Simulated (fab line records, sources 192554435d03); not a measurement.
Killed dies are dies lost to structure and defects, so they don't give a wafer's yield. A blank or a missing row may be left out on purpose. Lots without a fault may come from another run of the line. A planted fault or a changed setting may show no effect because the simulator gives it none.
Chamber matching | flow n5_finfet | N5_FIN_SAQP_SPACER2_ETCHBACK_29 on rie_diel-01: 4 sister chambers
The step etches SiO2 in CHF3/O2, target depth 12.2 nm, time 6.1 s. 18 wafers are shown with their chamber, then 9 later ones without.

WAFERS WITH THEIR CHAMBER
wafer  | chamber | showerhead_plenum_p_Torr (Torr) | drypump_motor_current_A (A) | rf_vpp_V (V)
L077.1 | 3       | 2.47                            | 4.9                         | 539
L077.4 | 0       | 2.40                            | 5.4                         | 531
L077.5 | 3       | 2.47                            | 5.0                         | 539
L078.1 | 2       | 2.30                            | 6.0                         | 505
L078.3 | 1       | 2.49                            | 5.3                         | 522
L078.5 | 3       | 2.47                            | 4.9                         | 541
L086.1 | 0       | 2.39                            | 5.5                         | 532
L086.2 | 2       | 2.30                            | 6.0                         | 505
L086.4 | 1       | 2.48                            | 5.2                         | 522
L088.2 | 1       | 2.48                            | 5.2                         | 522
L088.3 | 2       | 2.30                            | 5.9                         | 508
L088.5 | 1       | 2.47                            | 5.2                         | 523
L091.1 | 0       | 2.38                            | 5.5                         | 530
L091.2 | 3       | 2.47                            | 4.9                         | 519
L091.4 | 2       | 2.29                            | 5.9                         | 507
L092.4 | 2       | 2.29                            | 5.9                         | 506
L092.5 | 3       | 2.46                            | 4.9                         | 519
L092.6 | 1       | 2.47                            | 5.2                         | 523

SIGNATURES (means of the wafers above)
reading                  | chamber 0 | chamber 1 | chamber 2 | chamber 3 | scatter within a chamber
showerhead_plenum_p_Torr | 2.3900    | 2.4780    | 2.2960    | 2.4680    | 0.00697
drypump_motor_current_A  | 5.467     | 5.220     | 5.940     | 4.920     | 0.0498
rf_vpp_V                 | 531.00    | 522.40    | 506.20    | 531.40    | 6.12
Rule: a wafer's distance from a chamber is the root of the sum, over the readings, of the square of ((its reading less the chamber's mean) divided by the reading's scatter). The wafer belongs to the nearest chamber; if the next one is less than 2 further off, it can't be placed. The scatter: the root of (the sum of the squares of (reading less its chamber's mean) over the shown wafers, divided by (wafers less chambers)).

WAFERS WITHOUT THEIR CHAMBER
wafer  | showerhead_plenum_p_Torr (Torr) | drypump_motor_current_A (A) | rf_vpp_V (V)
L093.2 | 2.47                            | 5.3                         | 522
L093.3 | 2.46                            | 5.0                         | 518
L093.5 | 2.29                            | 5.9                         | 504
L096.1 | 2.38                            | 5.5                         | 531
L096.5 | 2.46                            | 4.9                         | 520
L096.6 | 2.38                            | 5.5                         | 530
L097.1 | 2.29                            | 5.9                         | 506
L097.3 | 2.38                            | 5.5                         | 530
L097.5 | 2.38                            | 5.5                         | 531

WHICH CHAMBER EACH WENT THROUGH
wafer  | from the rows above | in truth
L093.2 | 1                   | 1
L093.3 | 3                   | 3
L093.5 | 2                   | 2
L096.1 | 0                   | 0
L096.5 | 3                   | 3
L096.6 | 0                   | 0
L097.1 | 2                   | 2
L097.3 | 0                   | 0
L097.5 | 0                   | 0
Placed correctly: 9 of 9. Can't be placed from these rows: 0. Placed wrongly: 0.
